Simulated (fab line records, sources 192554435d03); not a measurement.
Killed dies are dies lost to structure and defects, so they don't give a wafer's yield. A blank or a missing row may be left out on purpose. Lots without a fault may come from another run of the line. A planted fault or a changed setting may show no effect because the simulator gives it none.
Chamber matching | flow n5_finfet | N5_BEOL_M2_CO_CAP_55 on cvd_co-02: 3 sister chambers
The step material Co, precursor CCTBA/H2, target thk 2 nm, time 102.1 s. 22 wafers are shown with their chamber, then 11 later ones without.

WAFERS WITH THEIR CHAMBER
wafer  | chamber | heater_power_w (W)
L074.3 | 0       | 273
L074.4 | 2       | 237
L074.6 | 1       | 203
L077.2 | 0       | 274
L077.5 | 0       | 272
L077.6 | 2       | 241
L076.2 | 2       | 241
L076.3 | 0       | 274
L076.4 | 0       | 267
L080.1 | 0       | 275
L080.3 | 2       | 238
L080.4 | 0       | 273
L086.2 | 0       | 281
L086.5 | 2       | 240
L086.6 | 0       | 282
L088.1 | 2       | 238
L088.2 | 1       | 203
L088.3 | 0       | 272
L090.1 | 0       | 269
L090.3 | 1       | 208
L090.5 | 2       | 239
L092.1 | 2       | 243

SIGNATURES (means of the wafers above)
reading        | chamber 0 | chamber 1 | chamber 2 | scatter within a chamber
heater_power_w | 273.82    | 204.67    | 239.62    | 3.57
Rule: a wafer's distance from a chamber is the root of the sum, over the readings, of the square of ((its reading less the chamber's mean) divided by the reading's scatter). The wafer belongs to the nearest chamber; if the next one is less than 2 further off, it can't be placed. The scatter: the root of (the sum of the squares of (reading less its chamber's mean) over the shown wafers, divided by (wafers less chambers)).

WAFERS WITHOUT THEIR CHAMBER
wafer  | heater_power_w (W)
L092.3 | 201
L092.4 | 201
L095.1 | 237
L095.2 | 207
L095.4 | 243
L093.1 | 208
L093.5 | 200
L093.6 | 243
L097.2 | 276
L097.4 | 207
L097.5 | 273

WHICH CHAMBER EACH WENT THROUGH
wafer  | from the rows above | in truth
L092.3 | 1                   | 1
L092.4 | 1                   | 1
L095.1 | 2                   | 2
L095.2 | 1                   | 1
L095.4 | 2                   | 2
L093.1 | 1                   | 1
L093.5 | 1                   | 1
L093.6 | 2                   | 2
L097.2 | 0                   | 0
L097.4 | 1                   | 1
L097.5 | 0                   | 0
Placed correctly: 11 of 11. Can't be placed from these rows: 0. Placed wrongly: 0.
